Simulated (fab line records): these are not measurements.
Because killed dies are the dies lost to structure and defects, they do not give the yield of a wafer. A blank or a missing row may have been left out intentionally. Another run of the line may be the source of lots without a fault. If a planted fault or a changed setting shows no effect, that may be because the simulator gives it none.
Struck lot and sound lot, side by side | flow nandHarc | 15 out of 1302 route steps
Sound: these wafers, L420.2, L420.3, L420.4. Struck: wafers L437.5, L437.6. (L437.2 of the same lot was not struck and is left out.) The cause comes at the end.
Order at every step that has rows: each side's tool, ch and its chambers, its first start. Under that, the readings that differ: sound wafers | struck wafers | difference of the means | sigmas: that difference in standard deviations of wafers without a fault.
alike: readings with means less than 2 such deviations apart, plus words and numbers identical on both sides. not compared: withheld readings, readings lacking a value on some wafer, bounds such as >300 that could conceal the same value, and numbers that have no deviation in the record and whose values overlap.
Wherever a step has rows on one side only, a row that says differs or no value, or a row with sigmas, the two part there. When numbers do not overlap yet have no deviation, they are printed without sigmas and do not part them. Lack of a reading on every wafer of one side parts them only where that side has two or more wafers.

first, 8 steps without rows for these wafers: NHARC_A_BONDPAD_HMDS_02 (time 30 s); NHARC_A_BONDPAD_COAT_33 (time 65 s); NHARC_A_BONDPAD_COAT_03 (resist thk 600 nm); NHARC_A_BONDPAD_SOFTBAKE_04 (time 70 s); NHARC_A_BONDPAD_EBR_05; NHARC_A_BONDPAD_EXPOSE_06 (exposes mask A BPAD); NHARC_A_BONDPAD_PEB_07 (peb time 80 s); NHARC_A_BONDPAD_DEVELOP_08 (time 50 s).
NHARC_A_BONDPAD_CD_MEAS_09: the cd target is 500 nm.
  sound on cdSem-03 ch 0, day 23 18:04; struck on cdSem-02 ch 0, day 31 05:45
  alike: cdNm
NHARC_A_BONDPAD_OVL_MEAS_35:
  sound: overlay-02 at day 23 18:09; struck: overlay-01 at day 31 05:50
reading         | sound | struck | difference | sigmas
overlayYNm (nm) | 6 7 7 | -6 -6  | -13        | -2
  alike: overlayXNm
then, 1 step without rows for these wafers: NHARC_A_BONDPAD_HARDBAKE_10 (time 65 s).
NHARC_A_BONDPAD_DESCUM_11: chemistry O2, time 3 s.
  sound on rieDiel-06 ch 1,2,3, day 23 18:17; struck on rieDiel-05 ch 2,3, day 31 05:59
reading             | sound  | struck | difference                    | sigmas
rfHoursCounterH (h) | 9 9 10 | - -    | no value on the struck wafers | 
  alike: drypumpMotorCurrentA, o2FlowSccm, oesProductAu, rfVppV, showerheadPlenumPTorr, throttleValvePct
NHARC_A_BONDPAD_ETCH_34: etches the open film in N2/H2, target depth 60 nm, overetch 18 nm, time 65.91 s.
  sound on rieDiel-06 ch 0,1,3, day 23 18:22; struck on rieDiel-05 ch 2,3, day 31 06:03
reading             | sound          | struck    | difference                    | sigmas
rfHoursCounterH (h) | 9 9 10         | - -       | no value on the struck wafers | 
runLengthS (s)      | 87.0 87.3 87.7 | 70.6 70.3 | -16.9                         | -38
  alike: drypumpMotorCurrentA, oesProductAu, rfVppV, showerheadPlenumPTorr, throttleValvePct
NHARC_A_BONDPAD_ETCH_12: etches the open film in CHF3/O2, target depth 220 nm, time 110 s.
  sound on rieDiel-06 ch 1,2,3; struck on rieDiel-05 ch 2,3
reading             | sound             | struck      | difference                    | sigmas
oesProductAu (a.u.) | 0.921 0.915 0.921 | 0.966 0.966 | +0.047                        | +2
rfHoursCounterH (h) | 9 10 9            | - -         | no value on the struck wafers | 
  alike: drypumpMotorCurrentA, o2FlowSccm, rfVppV, runLengthS, showerheadPlenumPTorr, throttleValvePct
following that, these wafers have no rows for 1 step: NHARC_END_SORT_01.

== WHERE THEY PART ==
Earliest at NHARC_A_BONDPAD_OVL_MEAS_35; latest, in this record, at NHARC_A_BONDPAD_ETCH_12.

WHY: whatever the simulator had introduced
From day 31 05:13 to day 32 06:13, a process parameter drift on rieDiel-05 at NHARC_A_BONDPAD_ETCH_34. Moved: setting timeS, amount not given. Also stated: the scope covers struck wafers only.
